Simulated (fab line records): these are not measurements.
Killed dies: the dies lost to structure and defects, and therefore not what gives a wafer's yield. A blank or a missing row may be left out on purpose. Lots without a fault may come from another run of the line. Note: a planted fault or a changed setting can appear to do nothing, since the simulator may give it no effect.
Lot-split experiment + flow n5_finfet + 7 lots, 39 wafers read, on a route of 1938 steps

== THE SPLIT ITSELF ==
At N5_MOL_CONTACT_COAG_ETCH_124 (etches SiNx in CH3F/O2, stops on SiOC, target depth 6.5 nm), the setting source_w was moved away from the recipe's 395 W on 12 of the 39 wafers read, by -16.9% to +16.3%. The other wafers ran this setting at the recipe's value.

The split's own step is where the reading is taken.

== THE READING ==
rf_vpp_V, in V, at N5_MOL_CONTACT_COAG_ETCH_124 (etches SiNx in CH3F/O2, stops on SiOC, target depth 6.5 nm). On this fab line, fault-free wafers typically give 298 V with a standard deviation of 3 V.

| wafer  | tool, chamber at the split | source_w as run, W | against the recipe | rf_vpp_V, V | against lot-mates on the recipe |
|--------|----------------------------|--------------------|--------------------|-------------|---------------------------------|
| L077.1 | rie_diel-04, 2             | 331.4              | -16.1%             | 322         | +24                             |
| L077.2 | rie_diel-04, 0             | 331.4              | -16.1%             | 327         | +29                             |
| L077.3 | rie_diel-04, 1             | 331.4              | -16.1%             | 323         | +25                             |
| L077.4 | rie_diel-04, 0             | 395                | recipe             | 301         | -                               |
| L077.5 | rie_diel-04, 1             | 395                | recipe             | 297         | -                               |
| L077.6 | rie_diel-04, 2             | 395                | recipe             | 296         | -                               |
| L079.1 | rie_diel-01, 3             | 373.6              | -5.4%              | 302         | +4                              |
| L079.2 | rie_diel-01, 2             | 373.6              | -5.4%              | 312         | +14                             |
| L079.3 | rie_diel-01, 0             | 373.6              | -5.4%              | 305         | +7                              |
| L079.4 | rie_diel-01, 1             | 395                | recipe             | 296         | -                               |
| L079.5 | rie_diel-01, 2             | 395                | recipe             | 304         | -                               |
| L079.6 | rie_diel-01, 3             | 395                | recipe             | 293         | -                               |
| L081.1 | rie_diel-01, 1             | 395                | recipe             | 296         | -                               |
| L081.2 | rie_diel-01, 3             | 395                | recipe             | 294         | -                               |
| L081.3 | rie_diel-01, 0             | 395                | recipe             | 299         | -                               |
| L081.4 | rie_diel-01, 2             | 395                | recipe             | 304         | -                               |
| L081.5 | rie_diel-01, 3             | 395                | recipe             | 293         | -                               |
| L081.6 | rie_diel-01, 0             | 395                | recipe             | 298         | -                               |
| L083.1 | rie_diel-01, 2             | 395                | recipe             | 303         | -                               |
| L083.3 | rie_diel-01, 3             | 395                | recipe             | 293         | -                               |
| L083.5 | rie_diel-01, 0             | 395                | recipe             | 301         | -                               |
| L085.1 | rie_diel-04, 2             | 395                | recipe             | 298         | -                               |
| L085.2 | rie_diel-04, 3             | 395                | recipe             | 299         | -                               |
| L085.3 | rie_diel-04, 1             | 395                | recipe             | 298         | -                               |
| L085.4 | rie_diel-04, 1             | 395                | recipe             | 299         | -                               |
| L085.5 | rie_diel-04, 2             | 395                | recipe             | 297         | -                               |
| L085.6 | rie_diel-04, 3             | 395                | recipe             | 298         | -                               |
| L090.1 | rie_diel-04, 3             | 328.4              | -16.9%             | 325         | +25                             |
| L090.2 | rie_diel-04, 0             | 395                | recipe             | 301         | -                               |
| L090.3 | rie_diel-04, 2             | 395                | recipe             | 296         | -                               |
| L090.4 | rie_diel-04, 0             | 395                | recipe             | 303         | -                               |
| L090.5 | rie_diel-04, 2             | 328.4              | -16.9%             | 323         | +23                             |
| L090.6 | rie_diel-04, 3             | 328.4              | -16.9%             | 327         | +27                             |
| L093.1 | rie_diel-01, 3             | 395                | recipe             | 293         | -                               |
| L093.2 | rie_diel-01, 1             | 459.5              | +16.3%             | 276         | -21                             |
| L093.3 | rie_diel-01, 0             | 395                | recipe             | 298         | -                               |
| L093.4 | rie_diel-01, 1             | 459.5              | +16.3%             | 275         | -22                             |
| L093.5 | rie_diel-01, 3             | 459.5              | +16.3%             | 273         | -24                             |
| L093.6 | rie_diel-01, 0             | 395                | recipe             | 299         | -                               |

THE FIT
A straight line over all 39 wafers: rf_vpp_V changes by -1.54 V for each +1% of source_w; r = -0.97; the points scatter about the line by 3.2 V.
The same after taking each lot's own level away (the mean of its wafers on the recipe; 39 wafers): -1.47 V for each +1%; r = -0.97; scatter 3.1 V.
On that fit, the largest move of source_w shifts the reading by 25 V.
Measured against the standard deviation above, the lots' own levels, which go from 296.7 to 300.0 V, span 1.1 times it.
So the lot-to-lot level changes the slope little: the two slopes agree.
Check: +25.3 V against its lot-mates is what the line predicts for one of the wafers moved furthest among these (-16.9%) when that wafer is left out of the fit. Against them it came out at +25 V.
Tool readings at the split's step, against how far the setting was moved: rf_vpp_V r = -0.97.

== OTHER SPLITS ON THESE WAFERS ==
Before the reading, these wafers also passed through other splits. Each is held against what the fit with the lots' levels taken away leaves over:
| other split on the same wafers       | wafers away from the commonest value | r with rf_vpp_V (lot level and that fit taken away) |
|--------------------------------------|--------------------------------------|-----------------------------------------------------|
| N5_WELL_APT_IMPLANT_15 energy_kev    | 15                                   | -0.04                                               |
| N5_DUMMY_GATE_ETCH_31 target_depth_a | 12                                   | +0.03                                               |
| N5_DUMMY_GATE_ETCH_42 bias_w         | 15                                   | +0.19                                               |
| N5_SD_EPI_P_EPI_21 temp_c            | 12                                   | -0.04                                               |
| N5_HKMG_FIN_ETCH_58 target_depth_a   | 12                                   | -0.12                                               |

== FILE'S OWN FIT ==
rf_vpp_V changes by -1.49 V for each +1% of source_w, r = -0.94.
